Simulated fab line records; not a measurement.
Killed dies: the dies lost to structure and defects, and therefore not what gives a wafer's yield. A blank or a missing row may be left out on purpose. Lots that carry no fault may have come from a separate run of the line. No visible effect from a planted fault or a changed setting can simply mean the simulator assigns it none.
A lot that was struck, set against a sound lot ; flow n5Finfet ; 36 steps out of a route of 1938
Sound: these wafers, L623.1, L623.4, L623.6. Wafers struck: L614.4, L614.5, L614.6. The cause is named last.
For every step that has rows: the tool of each side, followed by ch and its chambers, followed by its first start. Under that, the readings that differ: sound wafers ; struck wafers ; difference of the means ; sigmas: that difference in standard deviations of wafers without a fault.
alike: a reading whose means differ by less than 2 such deviations, as well as words and numbers matching on both sides. not compared: withheld readings; readings where some wafer has no value; bounds like >300 that might hide an equal value; numbers whose values overlap and for which the record gives no deviation.
A row with sigmas, a row that says differs or no value, or rows on one side alone: a step with any of these is where the two part. Numbers that don't overlap but have no deviation are shown without sigmas and don't part them. A reading missing from all wafers of one side parts the sides only when that side holds two or more wafers.

first, 9 steps without rows for these wafers: N5_STI_FIN_REVEAL_PRECLEAN_18 (cleans in SC2, time 45 s); N5_STI_FIN_REVEAL_SRD_28 (time 30 s); N5_DUMMY_GATE_PRECLEAN_00 (cleans in O3/DIW, time 60 s); N5_DUMMY_GATE_SRD_01 (time 30 s); N5_DUMMY_GATE_ALD_02 (deposits SiO2, target thk 2 nm, pulse time 1 s); N5_DUMMY_GATE_CVD_03 (deposits a-Si from SiH4, target thk 150 nm, time 8042 s); N5_DUMMY_GATE_PRECLEAN_46 (cleans in DIW, time 89.5 s); N5_DUMMY_GATE_SRD_47 (dry time 32 s); N5_DUMMY_GATE_CMP_04 (polishes a-Si).
N5_DUMMY_GATE_HM_DEP_06: deposits SiNx from DCS/NH3, target thk 80 nm, time 5141 s.
  sound on lpcvd-02 ch 1/104,1/114,1/90, day 8 09:56; struck on lpcvd-01 ch 0/104,0/109,0/114, day 6 04:06
reading;sound;struck;difference;sigmas
spikeTcUpperC (C);698.0 698.0 698.0;700.2 700.2 700.2;+2.2;+2
zonePowerLowerPct (%);10.2 10.2 10.2;9.4 9.4 9.4;-0.8;-3
model.SiNx_of_DUMMY_GATE_HM_DEP_06.thkNm (nm);80.2 80.2 79.8;42.4 42.2 42.2;-37.8;
  alike: spikeTcCentreC
then, 24 steps without rows for these wafers: N5_DUMMY_GATE_PECVD_30 (deposits SiO2 from TEOS/O2, target thk 55 nm, time 10.8 s); N5_DUMMY_GATE_COAT_34 (time 60 s, resist thk 60 nm); N5_DUMMY_GATE_COAT_35 (time 60 s, resist thk 10 nm); N5_DUMMY_GATE_COAT_28 (time 60 s, resist thk 10 nm); N5_DUMMY_GATE_COAT_09 (resist thk 30 nm); N5_DUMMY_GATE_EBR_11; N5_DUMMY_GATE_SOFTBAKE_10 (time 60 s); N5_DUMMY_GATE_EXPOSE_12 (exposes mask GATE, target cd 25 nm); N5_DUMMY_GATE_PEB_13 (peb time 60 s); N5_DUMMY_GATE_DEVELOP_14 (develop time 30 s); N5_DUMMY_GATE_DESCUM_20 (chemistry O2, time 6.2 s); N5_DUMMY_GATE_ETCH_29 (etches underlayer in N2/H2, target depth 13 nm); N5_DUMMY_GATE_ETCH_36 (etches SiARC in CF4, target depth 13 nm); N5_DUMMY_GATE_ETCH_37 (etches SOC in N2/H2, target depth 60 nm, overetch 30 nm); N5_DUMMY_GATE_STRIP_38 (strips in N2/H2); N5_DUMMY_GATE_STRIP_39 (strips in N2/H2); N5_DUMMY_GATE_TRIM_49 (chemistry O2, time 29 s, target cd 14 nm); N5_DUMMY_GATE_STRIP_40 (strips in CF4); N5_DUMMY_GATE_ETCH_31 (etches SiO2 in C4F6/O2, target depth 82.5 nm, time 27.5 s); N5_DUMMY_GATE_STRIP_41 (strips in O2); N5_DUMMY_GATE_HM_OPEN_21 (chemistry CH3F/O2, target SiNx, target depth 120 nm, time 171.4 s); N5_DUMMY_GATE_ETCH_32 (etches SiO2 in CF4, target depth 3.5 nm, time 3.9 s); N5_DUMMY_GATE_ETCH_23 (etches poly-Si in HBr/Cl2/O2, target depth 41 nm, time 22.3 s); N5_DUMMY_GATE_ETCH_44 (etches poly-Si in HBr/O2, stops on SiO2, target depth 127.5 nm).
N5_ILD0_CMP_03: polishes, stops on SiNx, t overpolish 1.9 s, target thk 197.38 nm.
  sound on cmp-04 ch 2,3, day 9 07:20; struck on cmp-02 ch 2,3, day 7 00:16
reading;sound;struck;difference;sigmas
model.SiNx_of_DUMMY_GATE_HM_DEP_06.thkNm (nm);77.2 77.2 76.8;39.4 39.2 39.2;-37.8;
  alike: motorCurrentA, overpolishRunS, timeToEndpointS
-- the record jumps here: 9 days lie between the struck wafers' starts before and after (it left off in module ILD0 and takes up again in module PASSIVATION, whose first step shown is number 1936 of the route) --
N5_PASSIVATION_PROBE_49:
  struck on prober-02, day 15 13:52; sound on prober-02, day 18 13:34
reading;sound;struck;difference;sigmas
killed_at_M4_up;29 22 28;15 13 6;-15;-3
  alike: killed_at_M0_to_M3, killedAtContacts, killedAtFrontEnd, killedAtOther, killedDies, killedOpen, killedShort

## WHERE THEY PART
First at N5_DUMMY_GATE_HM_DEP_06; last, within this record, at N5_PASSIVATION_PROBE_49.

WHY: the cause the simulator had injected
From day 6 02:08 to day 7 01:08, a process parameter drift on lpcvd-01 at N5_DUMMY_GATE_HM_DEP_06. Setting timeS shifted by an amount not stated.
